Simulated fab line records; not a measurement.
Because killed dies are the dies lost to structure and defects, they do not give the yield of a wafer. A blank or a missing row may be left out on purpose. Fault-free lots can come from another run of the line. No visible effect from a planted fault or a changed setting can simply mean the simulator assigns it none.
Struck lot and sound lot, side by side	flow nand harc	15 out of 1159 route steps
Sound: these wafers, L494.1, L494.3, L494.5. Struck: wafer L501.1 (left out: L501.3, L501.6 of the same lot, which were not struck); the cause appears at the end.
Per side, at each step with rows, come the tool, then ch with its chambers, and then its first start. Under that, the readings that differ: sound wafers	struck wafers	difference of the means	sigmas: that difference in standard deviations of wafers without a fault.
alike: same words and numbers on both sides, and readings whose means sit less than 2 such deviations apart. not compared: any withheld reading, any reading some wafer has no value for, any bound like >300 that may hide the same value, and any number with overlapping values for which the record gives no deviation.
A row with sigmas, a row that says differs or no value, or rows on one side alone: a step with any of these is where the two part. Numbers that have no deviation but don't overlap get no sigmas and don't part them. A reading that every wafer of one side lacks parts them only if that side has two wafers or more.

first, 5 steps without rows for these wafers: NHARC_A_BONDPAD_SOFTBAKE_04 (time 70 s); NHARC_A_BONDPAD_EBR_05; NHARC_A_BONDPAD_EXPOSE_06 (exposes mask A BPAD); NHARC_A_BONDPAD_PEB_07 (peb time 80 s); NHARC_A_BONDPAD_DEVELOP_08 (time 50 s).
NHARC_A_BONDPAD_CD_MEAS_09: target cd 500 nm.
  sound on cd sem-03 ch 0, day 19 22:26; struck on cd sem-03 ch 0, day 22 05:42
  alike: cd nm
NHARC_A_BONDPAD_OVL_MEAS_35:
  sound: overlay-02 at day 19 22:31; struck: overlay-02 at day 22 05:47
  alike: overlay x nm, overlay y nm
then, 1 step without rows for these wafers: NHARC_A_BONDPAD_HARDBAKE_10 (time 65 s).
NHARC_A_BONDPAD_DESCUM_11: chemistry O2, time 3 s.
  sound on rie diel-01 ch 1,2, day 19 22:38; struck on rie diel-01 ch 1, day 22 05:56
  alike: drypump motor current A, oes product au, rf vpp V, showerhead plenum p Torr, throttle valve pct
  not compared: rf hours counter h
NHARC_A_BONDPAD_ETCH_34: etches the open film in N2/H2, target depth 60 nm, overetch 18 nm, time 65.91 s.
  sound on rie diel-01 ch 0,1,2, day 19 22:44; struck on rie diel-01 ch 0, day 22 06:01
reading	sound	struck	difference	sigmas
throttle valve pct (%)	14.171 14.170 14.170	14.151	-0.019	-2
  alike: bias w, drypump motor current A, n2 flow sccm, oes product au, rf vpp V, showerhead plenum p Torr
  not compared: rf hours counter h
NHARC_A_BONDPAD_ETCH_12: etches the open film in CHF3/O2, target depth 220 nm, time 110 s.
  sound: rie diel-01 ch 1,2; struck: rie diel-01 ch 3
reading	sound	struck	difference	sigmas
bias w (W)	199.2 199.5 200.1	201.4	+1.8	+3
  alike: drypump motor current A, oes product au, rf vpp V, showerhead plenum p Torr, throttle valve pct
  not compared: rf hours counter h
NHARC_A_BONDPAD_CD_MEAS_13:
  sound: cd sem-03 at day 19 22:58; struck: cd sem-01 at day 22 06:13
  alike: cd nm
NHARC_A_BONDPAD_STRIP_15: strips in O2.
  sound on rie diel-01 ch 0,2,3, day 19 23:05; struck on rie diel-01 ch 3, day 22 06:18
reading	sound	struck	difference	sigmas
chamber pressure mTorr (mTorr)	60.01 59.97 60.12	54.64	-5.39	-93
  alike: drypump motor current A, oes product au, rf vpp V, showerhead plenum p Torr, throttle valve pct
  not compared: rf hours counter h
NHARC_A_BONDPAD_ETCH_24: etches the open film in CF4/N2, target depth 30 nm, time 72.99 s.
  sound: rie diel-01 ch 0,2,3; struck: rie diel-01 ch 0
  alike: bias w, drypump motor current A, n2 flow sccm, oes product au, rf vpp V, showerhead plenum p Torr, throttle valve pct
  not compared: rf hours counter h
NHARC_END_SORT_01:
  only the struck wafers appear in the record here, on prober-01 ch 0 at day 23 15:41; the sound ones have no rows

## WHERE THEY PART
Last at NHARC_END_SORT_01 as far as this record goes, first at NHARC_A_BONDPAD_ETCH_34.

WHY: the cause the simulator had injected
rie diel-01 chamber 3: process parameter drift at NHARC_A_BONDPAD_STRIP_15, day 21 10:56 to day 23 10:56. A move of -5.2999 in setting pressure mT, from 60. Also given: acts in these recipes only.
